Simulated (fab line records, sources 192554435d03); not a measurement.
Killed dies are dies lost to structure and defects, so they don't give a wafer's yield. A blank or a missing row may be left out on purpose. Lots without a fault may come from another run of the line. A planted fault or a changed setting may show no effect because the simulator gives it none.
Chamber matching | flow n5_finfet | N5_BEOL_M11_DESCUM_33 on rie_diel-03: 4 sister chambers
The step chemistry O2, time 7.9 s. 18 wafers are shown with their chamber, then 9 later ones without.

WAFERS WITH THEIR CHAMBER
wafer  | chamber | drypump_motor_current_A (A) | throttle_valve_pct (%) | showerhead_plenum_p_Torr (Torr)
L074.2 | 2       | 5.8                         | 20.26                  | 2.09
L074.3 | 1       | 6.1                         | 20.83                  | 2.15
L074.6 | 0       | 4.9                         | 20.19                  | 2.09
L078.1 | 2       | 5.8                         | 20.28                  | 2.09
L078.3 | 1       | 6.0                         | 20.85                  | 2.15
L078.6 | 2       | 5.8                         | 20.28                  | 2.09
L080.3 | 1       | 6.0                         | 20.86                  | 2.15
L080.4 | 3       | 6.6                         | 20.19                  | 2.12
L080.5 | 2       | 5.7                         | 20.27                  | 2.09
L089.1 | 3       | 6.6                         | 20.24                  | 2.12
L089.2 | 0       | 4.9                         | 20.21                  | 2.08
L089.3 | 1       | 6.0                         | 20.88                  | 2.14
L086.3 | 3       | 6.6                         | 20.21                  | 2.12
L086.4 | 0       | 4.9                         | 20.24                  | 2.08
L086.6 | 2       | 5.8                         | 20.31                  | 2.08
L093.1 | 0       | 4.9                         | 20.25                  | 2.08
L093.5 | 1       | 6.0                         | 20.89                  | 2.14
L093.6 | 0       | 4.9                         | 20.23                  | 2.08

SIGNATURES (means of the wafers above)
reading                  | chamber 0 | chamber 1 | chamber 2 | chamber 3 | scatter within a chamber
drypump_motor_current_A  | 4.900     | 6.020     | 5.780     | 6.600     | 0.0338
throttle_valve_pct       | 20.2240   | 20.8620   | 20.2800   | 20.2133   | 0.0228
showerhead_plenum_p_Torr | 2.0820    | 2.1460    | 2.0880    | 2.1200    | 0.00447
Rule: a wafer's distance from a chamber is the root of the sum, over the readings, of the square of ((its reading less the chamber's mean) divided by the reading's scatter). The wafer belongs to the nearest chamber; if the next one is less than 2 further off, it can't be placed. The scatter: the root of (the sum of the squares of (reading less its chamber's mean) over the shown wafers, divided by (wafers less chambers)).

WAFERS WITHOUT THEIR CHAMBER
wafer  | drypump_motor_current_A (A) | throttle_valve_pct (%) | showerhead_plenum_p_Torr (Torr)
L094.2 | 5.7                         | 20.33                  | 2.08
L094.3 | 6.6                         | 20.27                  | 2.11
L094.6 | 6.0                         | 20.89                  | 2.14
L096.1 | 4.9                         | 20.26                  | 2.08
L096.3 | 6.7                         | 20.26                  | 2.11
L096.5 | 6.0                         | 20.92                  | 2.13
L097.1 | 4.9                         | 20.23                  | 2.08
L097.2 | 6.1                         | 20.90                  | 2.13
L097.3 | 5.7                         | 20.34                  | 2.08

WHICH CHAMBER EACH WENT THROUGH
wafer  | from the rows above | in truth
L094.2 | 2                   | 2
L094.3 | 3                   | 3
L094.6 | 1                   | 1
L096.1 | 0                   | 0
L096.3 | 3                   | 3
L096.5 | 1                   | 1
L097.1 | 0                   | 0
L097.2 | 1                   | 1
L097.3 | 2                   | 2
Placed correctly: 9 of 9. Can't be placed from these rows: 0. Placed wrongly: 0.
